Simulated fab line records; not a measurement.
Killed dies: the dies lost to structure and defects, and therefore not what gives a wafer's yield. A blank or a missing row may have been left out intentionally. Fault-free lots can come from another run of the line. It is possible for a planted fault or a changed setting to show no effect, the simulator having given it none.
Problem report in the 8D (eight disciplines) form, filled by code :: flow n5 finfet :: the parts of the form that need people (team, actions taken, sign-off) are left out

== 1. PROBLEM STATEMENT ==
Wafers free of any fault read 269 nm (standard deviation 3.5) for M11_ILD_THK at N5_BEOL_M11_THK_MEAS_01, against a mean of 223 nm on 3 wafers of 2 lots. Measured from the usual mean, that is -13 standard deviations.
Earliest sighting: wafer L517.1 on film metro-01 at day 11 21:47. The record has a number at this step for 29 wafers belonging to 10 lots. Rule for "out", or "out of limits": more than 4 standard deviations from the usual mean. The other wafers with a number count as sound.

== 2. WHAT IT IS, AND WHAT IT ISN'T ==
question: which readings at this step
is: M11_ILD_THK
is not: -

question: which lots
is: L517, L518
is not: L511, L513, L514, L526, L529, L530, L531, L532

question: which wafers of those lots
is: L517.1, L517.6, L518.1
is not: L518.2, L518.5

question: read on which gauges
is: film metro-01
is not: film metro-02

question: when
is: from day 11 21:47
is not: up to then (9 sound wafers); but 17 sound wafers of L518, L526, L529, L530, L531, L532 came after

== 3. THE SUSPECTS, EACH WITH WHAT RULES IT OUT ==
Counting: a tool at a process step up to the reading stays a suspect if it ran every lot that is out. Sound lots after the first of them don't rule it out here, since some wafers of a struck lot are sound.
- the gauge at N5_BEOL_M11_THK_MEAS_01: kept. All the wafers that are out were read on film metro-01, and no step on other tools shows them out.
- pecvd-02 at N5_BEOL_M11_ILD_DEP_00 (deposits SiCOH lowk from DEMS/porogen, target thk 308.51 nm, time 58 s): kept. Ran every lot that is out, first one L517 (day 11 21:12); last sound lot up to then L513 (day 11 01:57).
Remaining after the count are pecvd-02 at N5_BEOL_M11_ILD_DEP_00 and film metro-01 at N5_BEOL_M11_THK_MEAS_01.

== 4. THE CAUSE (what the simulator had put in) ==
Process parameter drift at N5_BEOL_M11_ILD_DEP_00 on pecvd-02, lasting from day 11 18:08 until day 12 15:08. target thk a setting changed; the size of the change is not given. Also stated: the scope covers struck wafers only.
This tool is one of the 2 suspects left after counting.

== 5. THE CHAIN OF EFFECTS, in route order ==
One row per reading whose mean, taken over the struck wafers that have a number, lies over 3 standard deviations from the usual. Readings are gone through only where the record gives a usual standard deviation; hours: the median, over the lots, of the time from a lot's start at the first step in this table giving one to that lot's start at this step; sigmas: the change measured in usual standard deviations.
hours: 0
step: N5_BEOL_M11_THK_MEAS_01
reading: M11_ILD_THK
usual: 269 nm
on struck wafers: 223
change: -46
sigmas: -13

== 6. WHAT WOULD HAVE CAUGHT IT SOONER ==
In this record the first reading out of limits at a measuring or inspecting step was taken at day 11 21:47, 4 hours after the fault began at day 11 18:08.
Tool readings at N5_BEOL_M11_ILD_DEP_00 with a usual standard deviation given in the record: none out on any struck wafer, hence no alarm at a limit of 4 standard deviations on them.
Lots out: 2; of these, L518 started N5_BEOL_M11_ILD_DEP_00 on pecvd-02 after day 11 21:47. A tool hold placed at that time would have kept it from harm.
